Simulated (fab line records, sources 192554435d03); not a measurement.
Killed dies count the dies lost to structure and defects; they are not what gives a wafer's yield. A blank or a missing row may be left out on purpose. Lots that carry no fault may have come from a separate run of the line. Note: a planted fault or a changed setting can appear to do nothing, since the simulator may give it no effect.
fab line records -- flow n5Finfet -- part 1 of 2: steps 1 to 17 of 28
record: lots: 5, wafers: 15, lastDay: 18
route steps=1938 shown BEOL_M0@715
lots that met no fault: taken from a fault-free run of the same line
startH: start of the lot's first displayed wafer, in hours after the record's first day -- waitH: hours since the lot's step before -- " identical to the entry in the row above -- L1.1+2: a single row standing in for several wafers -- - no value present, or no start provided -- * or withheld: withheld -- < > ~ a bound
route shown NAME@n: NAME is a module with steps in the file, n the number in the route of the first one -- usual: average and standard deviation across the fault-free wafers -- same: alike in all rows -- chamber/n: place in a boat -- sites: each site's reading -- _std_site: the values' standard deviation -- _edge_site: inner sites' mean taken away from outer sites' mean -- radiusMm: for every site, how far away it sits from the centre of the wafer -- mask NAME#n: copy n -- behind: the tool/chamber that last shaped the wafer -- hold: why the lot went on hold/how many hours it stayed there/how the hold came to an end -- device: whichever transistor did not switch (one of n, p or np) -- end of line: the route-end tests of the same wafers -- where a step has no rows: the recipe by itself -- killed: the dies lost at the first sort to structure and to defects; this is not the yield of the wafer -- map: a wafer's dies, marking killed ones x, the rest . and places with no die _
set.NAME: setting as actually run; set.NAME@STEP: the setting as run at that earlier step -- model.NAME: the simulator's own value behind a step, which no gauge read
lots at selected steps of the route; one table per step, one row per wafer
services: from which hour (startH, from the record's first day; less than 0 if before it) a tool's chamber was out of use, for how many hours, and why
== steps ==
step: N5_BEOL_M0_ETCH_138
recipe: chemistry: CH3F/O2, targetDepthA: 120, target: SiCN, timeS: 31.6, ionEnergyEv: 120, pressureMtorr: 30, sourceW: 395, biasW: 75, Ar_flow_sccm: 150, CH3F_flow_sccm: 30, O2_flow_sccm: 20, ends: cleared
usual: drypumpMotorCurrentA: 5.8/0.52, etchRfOnTimeS: 29.1/0.89, oesProductAu: 0.63/0.072, rfVppV: 297.5/1.7, showerheadPlenumPTorr: 2.00/0.08, throttleValvePct: 16.33/0.27
lot.wafer,tool,chamber,startH,waitH,drypumpMotorCurrentA,etchRfOnTimeS,oesProductAu,rfHoursCounterH,rfVppV,showerheadPlenumPTorr,throttleValvePct
L074.1,rieDiel-02,3,114.14,0.0,6.4,27.9,0.64,155,296.4,1.91,16.02
L074.5,rieDiel-02,1,114.14,0.0,5.5,29.5,0.63,-,297.7,1.98,16.62
L074.6,rieDiel-02,2,114.14,0.0,5.2,30.6,0.60,-,296.6,1.99,16.41
L081.1,rieDiel-03,0,157.93,0.0,4.8,30.6,0.57,247,297.9,1.97,16.36
L081.4,rieDiel-03,2,157.93,0.0,5.6,31.0,0.62,168,296.2,1.90,16.20
L081.6,rieDiel-03,1,157.93,0.0,5.9,29.9,0.67,-,299.5,2.09,16.76
L085.2,rieDiel-02,1,182.50,0.0,5.5,30.1,0.61,211,296.8,1.97,16.65
L085.4,rieDiel-02,0,182.50,0.0,6.1,28.2,0.81,16,299.8,2.14,15.76
L085.5,rieDiel-02,0,182.50,0.0,6.1,28.3,0.81,-,299.5,2.14,15.74
L092.2,rieDiel-06,1,220.63,0.0,5.2,28.6,0.60,210,299.3,2.07,16.43
L092.4,rieDiel-06,0,220.63,0.0,5.9,29.0,0.62,201,300.1,2.05,16.38
L092.5,rieDiel-06,3,220.63,0.0,6.8,28.8,0.59,-,297.6,2.06,16.37
L093.1,rieDiel-02,1,227.09,0.0,5.4,28.9,0.60,230,296.4,1.97,16.69
L093.2,rieDiel-02,3,227.09,0.0,6.4,29.0,0.61,199,295.7,1.90,16.08
L093.4,rieDiel-02,0,227.09,0.0,6.1,28.6,0.78,-,298.6,2.13,15.77
step: N5_BEOL_M0_HM_OPEN_105
recipe: chemistry: Cl2/BCl3, targetDepthA: 120, target: TiN, ionEnergyEv: 150, pressureMtorr: 10, icpW: 1000, biasW: 126, Cl2_flow_sccm: 53.25, bcl3FlowSccm: 21.75, Ar_flow_sccm: 25
usual: drypumpMotorCurrentA: 5.4/0.5, oesProductAu: 0.78/0.1, throttleValvePct: 21.82/0.17
lot.wafer,tool,chamber,startH,waitH,drypumpMotorCurrentA,oesProductAu,rfHoursCounterH,throttleValvePct
L074.1,rieMetal-02,1,115.45,1.3,6.4,0.96,6,21.98
L074.5,rieMetal-02,1,115.45,1.3,6.3,0.96,-,21.96
L074.6,rieMetal-02,0,115.45,1.3,4.9,0.63,-,21.78
L081.1,rieMetal-03,1,160.20,2.2,6.0,0.64,99,21.79
L081.4,rieMetal-03,1,160.20,2.2,6.0,0.65,-,21.77
L081.6,rieMetal-03,1,160.20,2.2,6.0,0.65,-,21.79
L085.2,rieMetal-01,1,185.67,3.1,5.6,0.80,30,21.60
L085.4,rieMetal-01,1,185.67,3.1,5.7,0.80,-,21.59
L085.5,rieMetal-01,0,185.67,3.1,5.0,0.86,-,21.82
L092.2,rieMetal-01,1,222.95,2.3,5.6,0.79,32,21.61
L092.4,rieMetal-01,1,222.95,2.3,5.6,0.78,-,21.61
L092.5,rieMetal-01,1,222.95,2.3,5.6,0.79,-,21.60
L093.1,rieMetal-03,0,230.74,3.6,5.1,0.80,37,22.16
L093.2,rieMetal-03,1,230.74,3.6,6.0,0.63,106,21.80
L093.4,rieMetal-03,1,230.74,3.6,6.0,0.63,-,21.80
step: N5_BEOL_M0_STRIP_140
recipe: chemistry: CF4, resist: SiARC, powerW: 300, biasPowerW: 75, pressureMtorr: 50, cf4FlowSccm: 150, rfFrequencyHz: 6e+07
usual: cf4FlowSccm: 150.0/0.49, drypumpMotorCurrentA: 5.8/0.52, oesProductAu: 0.74/0.074, rfVppV: 271.1/1.9, showerheadPlenumPTorr: 1.80/0.061, throttleValvePct: 13.65/0.28
lot.wafer,tool,chamber,startH,waitH,cf4FlowSccm,drypumpMotorCurrentA,oesProductAu,rfHoursCounterH,rfVppV,showerheadPlenumPTorr,throttleValvePct
L074.1,rieDiel-06,0,116.05,0.5,150.3,5.9,0.74,167,273.8,1.87,13.74
L074.5,rieDiel-06,0,116.05,0.5,150.8,5.9,0.74,-,272.3,1.87,13.74
L074.6,rieDiel-06,1,116.05,0.5,149.9,5.2,0.71,-,274.4,1.86,13.65
L081.1,rieDiel-03,0,160.81,0.6,149.2,4.9,0.66,248,269.3,1.78,13.77
L081.4,rieDiel-03,2,160.81,0.6,151.1,5.6,0.74,169,268.4,1.74,13.65
L081.6,rieDiel-03,2,160.81,0.6,151.0,5.6,0.73,-,267.7,1.74,13.65
L085.2,rieDiel-06,3,185.86,0.1,150.0,6.7,0.70,222,272.3,1.86,13.73
L085.4,rieDiel-06,1,185.86,0.1,149.3,5.2,0.69,198,272.5,1.85,13.68
L085.5,rieDiel-06,0,185.86,0.1,149.8,5.9,0.73,-,270.6,1.86,13.82
L092.2,rieDiel-06,3,223.22,0.2,150.4,6.8,0.69,236,271.3,1.86,13.75
L092.4,rieDiel-06,1,223.22,0.2,150.2,5.2,0.68,211,269.0,1.85,13.75
L092.5,rieDiel-06,0,223.22,0.2,149.7,5.9,0.71,-,274.3,1.86,13.83
L093.1,rieDiel-02,1,230.91,0.1,149.8,5.5,0.70,230,270.2,1.77,13.98
L093.2,rieDiel-02,0,230.91,0.1,149.9,6.1,0.89,32,274.7,1.89,12.93
L093.4,rieDiel-02,3,230.91,0.1,150.7,6.4,0.71,-,270.9,1.72,13.50
step: N5_BEOL_M0_STRIP_104
recipe: chemistry: N2/H2, powerW: 450, tempC: 40, pressureMtorr: 20, rfFrequencyHz: 6e+07, overashFraction: 0.3, biasPowerW: 7, h2Frac: 0.5, n2FlowSccm: 200, h2FlowSccm: 200
usual: drypumpMotorCurrentA: 5.8/0.53, n2FlowSccm: 200.0/0.61, oesProductAu: 0.74/0.081, rfVppV: 59.1/1.6, showerheadPlenumPTorr: 2.54/0.098, throttleValvePct: 23.6/0.4
lot.wafer,tool,chamber,startH,waitH,drypumpMotorCurrentA,n2FlowSccm,oesProductAu,rfHoursCounterH,rfVppV,showerheadPlenumPTorr,throttleValvePct
L074.1,rieDiel-06,0,116.07,0.0,5.9,200.8,0.76,167,58.5,2.64,23.9
L074.5,rieDiel-06,0,116.07,0.0,5.9,200.1,0.77,-,61.5,2.64,23.8
L074.6,rieDiel-06,1,116.07,0.0,5.2,201.0,0.71,-,59.4,2.63,23.3
L081.1,rieDiel-03,0,160.83,0.0,4.9,198.8,0.67,248,59.0,2.50,23.4
L081.4,rieDiel-03,2,160.83,0.0,5.7,199.9,0.74,169,55.4,2.42,23.6
L081.6,rieDiel-03,2,160.83,0.0,5.6,200.2,0.75,-,58.3,2.42,23.6
L085.2,rieDiel-06,3,185.88,0.0,6.8,199.4,0.71,222,58.9,2.62,23.7
L085.4,rieDiel-06,1,185.88,0.0,5.2,200.6,0.69,198,59.2,2.62,23.4
L085.5,rieDiel-06,0,185.88,0.0,5.9,199.5,0.75,-,56.8,2.63,23.9
L092.2,rieDiel-06,3,223.24,0.0,6.8,200.4,0.70,236,58.4,2.61,23.7
L092.4,rieDiel-06,1,223.24,0.0,5.2,200.3,0.69,211,60.2,2.61,23.4
L092.5,rieDiel-06,0,223.24,0.0,5.9,199.3,0.73,-,61.5,2.62,23.9
L093.1,rieDiel-02,1,230.93,0.0,5.5,199.9,0.72,230,57.3,2.52,24.1
L093.2,rieDiel-02,0,230.93,0.0,6.1,198.8,0.91,32,58.4,2.70,22.9
L093.4,rieDiel-02,3,230.93,0.0,6.4,200.6,0.72,-,61.0,2.42,23.4
step: N5_BEOL_M0_WET_ETCH_106
recipe: chemistry: DHF, dilution: 10:1, tempC: 25, target: SiO2, targetDepthA: 1300, dry: ipaMarangoni, rinseTimeS: 30, rinseTempC: 23
usual: rinseTempC: 22.99/0.11
same: rinseTimeS: 30
lot.wafer,tool,chamber,startH,waitH,rinseTempC
L074.1,wetBench-05,5,116.13,-,23.07
L074.5,wetBench-05,3,116.13,-,22.92
L074.6,wetBench-05,6,116.13,-,22.93
L081.1,wetBench-04,5,160.90,-,23.04
L081.4,wetBench-04,3,160.90,-,22.87
L081.6,wetBench-04,7,160.90,-,23.07
L085.2,wetBench-01,1,185.95,-,22.96
L085.4,wetBench-01,6,185.95,-,22.93
L085.5,wetBench-01,0,185.95,-,23.16
L092.2,wetBench-04,0,223.31,-,23.14
L092.4,wetBench-04,5,223.31,-,23.00
L092.5,wetBench-04,1,223.31,-,22.71
L093.1,wetBench-05,5,231.00,-,22.95
L093.2,wetBench-05,2,231.00,-,22.88
L093.4,wetBench-05,4,231.00,-,22.83
step: N5_BEOL_M0_ETCH_128
recipe: chemistry: CF4/N2, targetDepthA: 120, overetchA: 51, target: SiCN, timeS: 21.4, ionEnergyEv: 150, pressureMtorr: 40, sourceW: 430, biasW: 70, Ar_flow_sccm: 100, cf4FlowSccm: 60, n2FlowSccm: 60
usual: cf4FlowSccm: 60.02/0.18, drypumpMotorCurrentA: 5.9/0.51, n2FlowSccm: 60.00/0.17, oesProductAu: 0.51/0.055, rfVppV: 382.7/2.1, showerheadPlenumPTorr: 2.22/0.081, throttleValvePct: 15.42/0.29
lot.wafer,tool,chamber,startH,waitH,cf4FlowSccm,drypumpMotorCurrentA,n2FlowSccm,oesProductAu,rfHoursCounterH,rfVppV,showerheadPlenumPTorr,throttleValvePct
L074.1,rieDiel-03,0,116.88,0.7,60.25,4.9,60.13,0.47,231,381.7,2.19,15.50
L074.5,rieDiel-03,2,116.88,0.7,59.99,5.7,60.01,0.51,-,379.8,2.12,15.38
L074.6,rieDiel-03,3,116.88,0.7,59.92,6.1,60.27,0.49,-,379.1,2.09,15.38
L081.1,rieDiel-06,3,161.03,0.1,60.13,6.8,59.97,0.50,215,384.4,2.28,15.50
L081.4,rieDiel-06,1,161.03,0.1,60.13,5.2,60.32,0.50,191,383.1,2.28,15.48
L081.6,rieDiel-06,3,161.03,0.1,60.32,6.8,59.70,0.50,-,382.4,2.28,15.50
L085.2,rieDiel-06,2,186.50,0.5,59.85,6.2,59.94,0.48,221,383.2,2.26,15.49
L085.4,rieDiel-06,1,186.50,0.5,60.28,5.2,59.89,0.48,198,383.8,2.28,15.49
L085.5,rieDiel-06,0,186.50,0.5,59.94,5.9,60.13,0.50,-,383.7,2.27,15.56
L092.2,rieDiel-02,0,223.97,0.6,60.00,6.1,59.99,0.62,30,385.4,2.34,14.82
L092.4,rieDiel-02,3,223.97,0.6,59.93,6.3,59.93,0.49,-,379.3,2.10,15.23
L092.5,rieDiel-02,0,223.97,0.6,59.91,6.1,59.93,0.61,-,386.1,2.34,14.82
L093.1,rieDiel-02,1,231.06,0.0,59.91,5.5,60.08,0.48,230,381.9,2.17,15.83
L093.2,rieDiel-02,0,231.06,0.0,59.65,6.1,60.15,0.61,32,385.2,2.34,14.81
L093.4,rieDiel-02,1,231.06,0.0,60.15,5.5,59.72,0.49,-,381.3,2.17,15.83
step: N5_BEOL_M0_TRENCH_ETCH_107
recipe: chemistry: C4F6/O2, targetDepthA: 328, target: SiOC, timeS: 16.4, ionEnergyEv: 250, pressureMtorr: 30, sourceW: 355, biasW: 185, Ar_flow_sccm: 300, C4F6_flow_sccm: 10, O2_flow_sccm: 10
usual: drypumpMotorCurrentA: 5.9/0.51, oes_f_703_au: 0.75/0.083, oesProductAu: 0.75/0.088, rfVppV: 665/13, showerheadPlenumPTorr: 2.86/0.11, throttleValvePct: 20.78/0.27
lot.wafer,tool,chamber,startH,waitH,drypumpMotorCurrentA,oes_f_703_au,oesProductAu,rfHoursCounterH,rfVppV,showerheadPlenumPTorr,throttleValvePct
L074.1,rieDiel-03,0,116.93,0.0,4.9,0.70,0.68,231,662,2.81,20.80
L074.5,rieDiel-03,2,116.93,0.0,5.6,0.76,0.74,-,643,2.71,20.64
L074.6,rieDiel-03,3,116.93,0.0,6.1,0.69,0.70,-,667,2.70,20.72
L081.1,rieDiel-06,3,161.07,0.0,6.8,0.69,0.71,215,672,2.94,20.87
L081.4,rieDiel-06,1,161.07,0.0,5.2,0.73,0.71,191,652,2.95,20.89
L081.6,rieDiel-06,3,161.07,0.0,6.8,0.69,0.70,-,672,2.94,20.87
L085.2,rieDiel-06,2,186.54,0.0,6.2,0.70,0.68,221,681,2.91,20.80
L085.4,rieDiel-06,1,186.54,0.0,5.2,0.73,0.69,198,652,2.95,20.89
L085.5,rieDiel-06,0,186.54,0.0,5.9,0.72,0.73,-,690,2.91,20.83
L092.2,rieDiel-02,0,224.02,0.0,6.1,0.91,0.91,30,673,3.03,20.32
L092.4,rieDiel-02,3,224.02,0.0,6.3,0.71,0.72,-,656,2.71,20.55
L092.5,rieDiel-02,0,224.02,0.0,6.1,0.91,0.92,-,675,3.03,20.34
L093.1,rieDiel-02,1,231.10,0.0,5.5,0.71,0.70,230,659,2.79,21.14
L093.2,rieDiel-02,0,231.10,0.0,6.1,0.91,0.92,32,674,3.03,20.34
L093.4,rieDiel-02,1,231.10,0.0,5.5,0.71,0.70,-,659,2.79,21.14
step: N5_BEOL_M0_STRIP_142
recipe: chemistry: N2/H2, timeS: 10, powerW: 450, tempC: 40, pressureMtorr: 20, rfFrequencyHz: 6e+07, biasPowerW: 7, n2FlowSccm: 200, h2FlowSccm: 200
usual: drypumpMotorCurrentA: 5.9/0.51, n2FlowSccm: 200.0/0.58, oesProductAu: 0.75/0.086, rfVppV: 59.3/0.92, showerheadPlenumPTorr: 2.56/0.096, throttleValvePct: 23.6/0.38
lot.wafer,tool,chamber,startH,waitH,drypumpMotorCurrentA,n2FlowSccm,oesProductAu,rfHoursCounterH,rfVppV,showerheadPlenumPTorr,throttleValvePct
L074.1,rieDiel-03,0,116.95,0.0,4.9,199.8,0.67,231,59.1,2.51,23.4
L074.5,rieDiel-03,2,116.95,0.0,5.6,200.0,0.74,-,57.6,2.43,23.6
L074.6,rieDiel-03,3,116.95,0.0,6.1,200.5,0.69,-,59.3,2.41,23.3
L081.1,rieDiel-06,3,161.10,0.0,6.7,199.5,0.71,215,59.0,2.62,23.7
L081.4,rieDiel-06,1,161.10,0.0,5.2,200.2,0.70,191,58.6,2.62,23.4
L081.6,rieDiel-06,3,161.10,0.0,6.8,199.8,0.71,-,60.5,2.62,23.7
L085.2,rieDiel-06,2,186.57,0.0,6.2,200.5,0.69,221,60.2,2.62,24.0
L085.4,rieDiel-06,1,186.57,0.0,5.2,200.8,0.69,198,61.2,2.62,23.3
L085.5,rieDiel-06,0,186.57,0.0,5.9,199.7,0.74,-,58.9,2.63,23.9
L092.2,rieDiel-02,0,224.04,0.0,6.1,200.4,0.91,30,59.5,2.70,22.9
L092.4,rieDiel-02,3,224.04,0.0,6.3,200.1,0.72,-,58.4,2.42,23.4
L092.5,rieDiel-02,0,224.04,0.0,6.1,200.3,0.92,-,60.0,2.70,22.9
L093.1,rieDiel-02,1,231.12,0.0,5.5,200.9,0.71,230,58.9,2.52,24.1
L093.2,rieDiel-02,0,231.12,0.0,6.1,200.2,0.92,32,59.2,2.70,22.9
L093.4,rieDiel-02,1,231.12,0.0,5.5,200.8,0.70,-,59.4,2.52,24.1
step: N5_BEOL_M0_OCD_MEAS_108
usual: trenchDepthNm: 32.8/0.78
lot.wafer,tool,chamber,startH,waitH,trenchDepthNm
L074.1,ocd-02,-,117.03,0.1,32.5
L074.5,ocd-02,-,117.03,0.1,32.0
L074.6,ocd-02,-,117.03,0.1,32.1
L081.1,ocd-02,-,161.18,0.1,33.1
L081.4,ocd-02,-,161.18,0.1,33.7
L081.6,ocd-02,-,161.18,0.1,32.6
L085.2,ocd-02,-,186.65,0.1,31.9
L085.4,ocd-02,-,186.65,0.1,32.4
L085.5,ocd-02,-,186.65,0.1,31.9
L092.2,ocd-02,-,224.12,0.1,33.5
L092.4,ocd-02,-,224.12,0.1,33.2
L092.5,ocd-02,-,224.12,0.1,34.0
L093.1,ocd-02,-,231.20,0.1,31.9
L093.2,ocd-02,-,231.20,0.1,34.1
L093.4,ocd-02,-,231.20,0.1,32.2
step: N5_BEOL_M0_HM_STRIP_129
recipe: chemistry: peroxideTinStrip, material: TiN, targetDepthA: 170, tempC: 50, timeS: 108
lot.wafer,tool,chamber,startH,waitH
L074.1+5+6,wetBench-04,"2,5,4",117.06,0.0
L081.1+4+6,wetBench-04,"6,5,2",161.21,0.0
L085.2+4+5,wetBench-04,"3,6,1",186.68,0.0
L092.2+4+5,wetBench-05,"7,5,0",224.15,0.0
L093.1+2+4,wetBench-04,"6,0,2",231.23,0.0
step: N5_BEOL_M0_SRD_130
recipe: timeS: 30, tempC: 23, rinseLiquid: diw, dry: ipaMarangoni
lot.wafer,tool,chamber,startH,waitH
L074.1+5+6,wetBench-04,"2,5,4",117.10,0.0
L081.1+4+6,wetBench-04,"6,5,2",161.24,0.0
L085.2+4+5,wetBench-04,"3,6,1",186.71,0.0
L092.2+4+5,wetBench-05,"7,5,0",224.18,0.0
L093.1+2+4,wetBench-04,"6,0,2",231.27,0.0
step: N5_BEOL_M0_ETCH_109
recipe: chemistry: CH3F/O2, targetDepthA: 80, overetchA: 24, target: SiCN, timeS: 27.4, ionEnergyEv: 120, pressureMtorr: 30, sourceW: 395, biasW: 75, Ar_flow_sccm: 150, CH3F_flow_sccm: 30, O2_flow_sccm: 20
usual: drypumpMotorCurrentA: 5.8/0.51, oesProductAu: 0.63/0.057, rfVppV: 297.4/1.8, showerheadPlenumPTorr: 2.00/0.081, throttleValvePct: 16.35/0.24
lot.wafer,tool,chamber,startH,waitH,drypumpMotorCurrentA,oesProductAu,rfHoursCounterH,rfVppV,showerheadPlenumPTorr,throttleValvePct
L074.1,rieDiel-02,1,117.14,0.0,5.5,0.62,186,296.3,1.98,16.62
L074.5,rieDiel-02,2,117.14,0.0,5.2,0.61,-,297.2,1.99,16.40
L074.6,rieDiel-02,1,117.14,0.0,5.5,0.64,-,297.3,1.98,16.60
L081.1,rieDiel-06,3,161.29,0.0,6.8,0.61,215,299.8,2.07,16.34
L081.4,rieDiel-06,0,161.29,0.0,5.9,0.64,182,298.0,2.05,16.35
L081.6,rieDiel-06,1,161.29,0.0,5.2,0.62,-,298.2,2.08,16.39
L085.2,rieDiel-03,3,186.91,0.2,6.1,0.58,234,297.6,1.88,16.30
L085.4,rieDiel-03,3,186.91,0.2,6.1,0.57,-,297.1,1.88,16.28
L085.5,rieDiel-03,1,186.91,0.2,6.0,0.66,-,298.2,2.09,16.79
L092.2,rieDiel-03,2,224.79,0.6,5.7,0.61,193,294.2,1.89,16.26
L092.4,rieDiel-03,0,224.79,0.6,4.8,0.79,14,298.4,1.96,15.93
L092.5,rieDiel-03,1,224.79,0.6,6.0,0.65,-,299.4,2.08,16.80
L093.1,rieDiel-03,1,231.31,0.0,5.9,0.64,177,298.6,2.08,16.83
L093.2,rieDiel-03,3,231.31,0.0,6.1,0.58,249,294.8,1.88,16.32
L093.4,rieDiel-03,2,231.31,0.0,5.6,0.61,195,295.2,1.89,16.26
step: N5_BEOL_M0_STRIP_139
recipe: chemistry: postEtchResidueRemover, timeS: 60, tempC: 25, removerPh: withheld, removerWaterWtPct: withheld, removerFluorideWtPct: withheld
lot.wafer,tool,chamber,startH,waitH
L074.1+5+6,wetBench-05,"2,0,1",117.25,0.1
L081.1+4+6,wetBench-05,"0,5,3",161.39,0.1
L085.2+4+5,wetBench-04,"1,5,2",187.03,0.1
L092.2+4+5,wetBench-04,"7,5,2",224.98,0.2
L093.1+2+4,wetBench-01,"5,0,6",231.42,0.1
step: N5_BEOL_M0_SRD_111
recipe: timeS: 30, tempC: 23, rinseLiquid: diw, dry: ipaMarangoni
lot.wafer,tool,chamber,startH,waitH
L074.1+5+6,wetBench-05,"2,0,1",117.27,0.0
L081.1+4+6,wetBench-05,"0,5,3",161.41,0.0
L085.2+4+5,wetBench-04,"1,5,2",187.05,0.0
L092.2+4+5,wetBench-04,"7,5,2",225.00,0.0
L093.1+2+4,wetBench-01,"5,0,6",231.43,0.0
step: N5_BEOL_M0_DEGAS_112
recipe: ambient: vacuum, tempC: 250, timeS: 60
usual: heaterPowerW: 336/45
lot.wafer,tool,chamber,startH,waitH,heaterPowerW
L074.1,pvdSputter-01,-,119.17,1.9,326
L074.5,pvdSputter-01,-,119.17,1.9,320
L074.6,pvdSputter-01,-,119.17,1.9,292
L081.1,pvdSputter-03,-,161.50,0.1,279
L081.4,pvdSputter-03,-,161.50,0.1,342
L081.6,pvdSputter-03,-,161.50,0.1,429
L085.2,pvdSputter-01,-,187.27,0.2,362
L085.4,pvdSputter-01,-,187.27,0.2,293
L085.5,pvdSputter-01,-,187.27,0.2,326
L092.2,pvdSputter-02,-,226.03,1.0,326
L092.4,pvdSputter-02,-,226.03,1.0,435
L092.5,pvdSputter-02,-,226.03,1.0,330
L093.1,pvdSputter-03,-,232.52,1.1,313
L093.2,pvdSputter-03,-,232.52,1.1,335
L093.4,pvdSputter-03,-,232.52,1.1,275
step: N5_BEOL_M0_PRE_CLEAN_113
recipe: gas: H2/He, timeS: 30, tempC: 250
usual: heaterPowerW: 336/45
lot.wafer,tool,chamber,startH,waitH,heaterPowerW
L074.1,pvdSputter-01,-,119.21,0.0,319
L074.5,pvdSputter-01,-,119.21,0.0,324
L074.6,pvdSputter-01,-,119.21,0.0,290
L081.1,pvdSputter-03,-,161.54,0.0,282
L081.4,pvdSputter-03,-,161.54,0.0,343
L081.6,pvdSputter-03,-,161.54,0.0,422
L085.2,pvdSputter-01,-,187.31,0.0,345
L085.4,pvdSputter-01,-,187.31,0.0,289
L085.5,pvdSputter-01,-,187.31,0.0,313
L092.2,pvdSputter-02,-,226.07,0.0,326
L092.4,pvdSputter-02,-,226.07,0.0,428
L092.5,pvdSputter-02,-,226.07,0.0,318
L093.1,pvdSputter-03,-,232.56,0.0,326
L093.2,pvdSputter-03,-,232.56,0.0,325
L093.4,pvdSputter-03,-,232.56,0.0,286
step: N5_BEOL_M0_ALD_136
recipe: material: TaN, targetThkA: *, tempC: 275, aldPrecursorFamily: PDMAT, aldCoReactant: NH3, pressureTorr: 3, carrierFlowSccm: 1500, pulseTimeS: 2, purgeTimeS: 3, coReactantPurgeTimeS: 2, coReactantPulseTimeS: 3, aldCycles: 30, precursorVesselTempC: 75, precursorVesselPressureTorr: 26.25, precursorVesselCarrierSccm: 1000
usual: heaterPowerW: 410/47
lot.wafer,tool,chamber,startH,waitH,heaterPowerW
L074.1,aldMetal-04,1,119.27,0.0,400
L074.5,aldMetal-04,2,119.27,0.0,379
L074.6,aldMetal-04,1,119.27,0.0,393
L081.1,aldMetal-01,0,161.66,0.1,410
L081.4,aldMetal-01,3,161.66,0.1,469
L081.6,aldMetal-01,2,161.66,0.1,358
L085.2,aldMetal-01,1,187.44,0.1,373
L085.4,aldMetal-01,0,187.44,0.1,409
L085.5,aldMetal-01,0,187.44,0.1,403
L092.2,aldMetal-04,1,226.36,0.3,378
L092.4,aldMetal-04,2,226.36,0.3,386
L092.5,aldMetal-04,2,226.36,0.3,374
L093.1,aldMetal-01,3,232.62,0.0,464
L093.2,aldMetal-01,2,232.62,0.0,366
L093.4,aldMetal-01,0,232.62,0.0,416
